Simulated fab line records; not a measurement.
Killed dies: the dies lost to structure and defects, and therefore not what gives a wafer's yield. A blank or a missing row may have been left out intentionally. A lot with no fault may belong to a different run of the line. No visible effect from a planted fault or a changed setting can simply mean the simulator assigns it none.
Matching of chambers | flow nand-harc | NHARC_A_STAIRCASE_ETCH_292 on rie-diel-10 has 4 sister chambers
The step etches the open film in CF4/CHF3. 8 wafers are shown with their chamber, then 7 later ones without.

## WAFERS, EACH WITH ITS CHAMBER
wafer  | chamber | drypump-motor-current-A (A) | showerhead-plenum-p-Torr (Torr)
L079.1 | 1       | 6.7                         | 1.53
L079.3 | 0       | 5.4                         | 1.62
L079.5 | 0       | 5.4                         | 1.62
L090.6 | 3       | 5.2                         | 1.51
L091.5 | 3       | 5.2                         | 1.51
L091.6 | 2       | 6.3                         | 1.60
L095.1 | 2       | 6.2                         | 1.60
L095.2 | 1       | 6.7                         | 1.52

## WAFERS MISSING THEIR CHAMBER
wafer  | drypump-motor-current-A (A) | showerhead-plenum-p-Torr (Torr)
L095.6 | 6.7                         | 1.52
L094.2 | 6.2                         | 1.60
L094.3 | 6.7                         | 1.52
L094.4 | 5.1                         | 1.51
L097.2 | 6.2                         | 1.60
L097.5 | 6.2                         | 1.60
L097.6 | 5.4                         | 1.61

## WHICH CHAMBER EACH WENT THROUGH
wafer  | from the rows above | in truth
L095.6 | 1                   | 1
L094.2 | 2                   | 2
L094.3 | 1                   | 1
L094.4 | 3                   | 3
L097.2 | 2                   | 2
L097.5 | 2                   | 2
L097.6 | 0                   | 0
Placed correctly: 7 of 7. Left unplaced by these rows: 0. Number placed wrongly: 0.
How it was worked out, from the rows above alone: a wafer's distance from a chamber is the root of the sum, over the readings, of the square of ((its reading less the chamber's mean) divided by the reading's scatter). If the next closest chamber is less than 2 further off than the closest, the wafer can't be placed; otherwise it belongs to the closest. Each chamber's mean is taken over the wafers shown for it. The scatter: the root of (the sum of the squares of (reading less its chamber's mean) over the shown wafers, divided by (wafers less chambers)).
